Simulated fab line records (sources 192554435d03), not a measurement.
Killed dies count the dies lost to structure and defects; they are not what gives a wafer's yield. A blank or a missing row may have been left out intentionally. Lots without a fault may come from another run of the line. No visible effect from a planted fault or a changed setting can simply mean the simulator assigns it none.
Chamber matching    flow n5_finfet    4 sister chambers for N5_SD_EPI_N_DESCUM_14 on rie_diel-06
The step chemistry O2, time 7.9 s. 14 wafers are shown with their chamber, then 7 later ones without.

WAFERS, EACH WITH ITS CHAMBER
wafer   chamber  showerhead_plenum_p_Torr (Torr)  drypump_motor_current_A (A)  throttle_valve_pct (%)
L076.1  2        2.24                             5.5                          20.44
L076.3  1        2.03                             6.6                          20.41
L076.4  3        2.21                             5.2                          20.26
L077.2  2        2.23                             5.4                          20.43
L077.4  1        2.02                             6.7                          20.43
L077.5  3        2.21                             5.2                          20.27
L090.1  0        2.25                             5.3                          20.50
L090.2  2        2.23                             5.4                          20.48
L090.3  1        2.02                             6.6                          20.46
L090.4  3        2.20                             5.2                          20.29
L090.5  3        2.20                             5.2                          20.30
L090.6  2        2.23                             5.4                          20.47
L091.1  2        2.23                             5.5                          20.46
L091.4  1        2.02                             6.6                          20.46

SIGNATURES (means of the wafers above)
reading                   chamber 0  chamber 1  chamber 2  chamber 3  scatter within a chamber
showerhead_plenum_p_Torr  2.2500     2.0225     2.2320     2.2050     0.00505
drypump_motor_current_A   5.300      6.625      5.440      5.200      0.0442
throttle_valve_pct        20.5000    20.4400    20.4560    20.2800    0.0213
Rule: for a wafer and a chamber, the distance is found by dividing, reading by reading, the gap between the wafer's reading and the chamber's mean by the reading's scatter, squaring, summing and taking the root. The wafer belongs to the nearest chamber; if the next one is less than 2 further off, it can't be placed. The scatter: take each reading less its chamber's mean, square it, sum over the shown wafers, divide by the number of wafers less the number of chambers, and take the root.

WAFERS WHOSE CHAMBER IS MISSING
wafer   showerhead_plenum_p_Torr (Torr)  drypump_motor_current_A (A)  throttle_valve_pct (%)
L091.5  2.20                             5.2                          20.29
L094.1  2.23                             5.4                          20.48
L094.2  2.20                             5.1                          20.29
L094.3  2.01                             6.7                          20.46
L094.4  2.25                             5.3                          20.53
L094.5  2.25                             5.3                          20.53
L094.6  2.01                             6.7                          20.46

WHICH CHAMBER EACH WENT THROUGH
wafer   from the rows above  in truth
L091.5  3                    3
L094.1  2                    2
L094.2  3                    3
L094.3  1                    1
L094.4  0                    0
L094.5  0                    0
L094.6  1                    1
Correct placement for 7 of the 7. Number that these rows cannot place: 0. Number placed wrongly: 0.
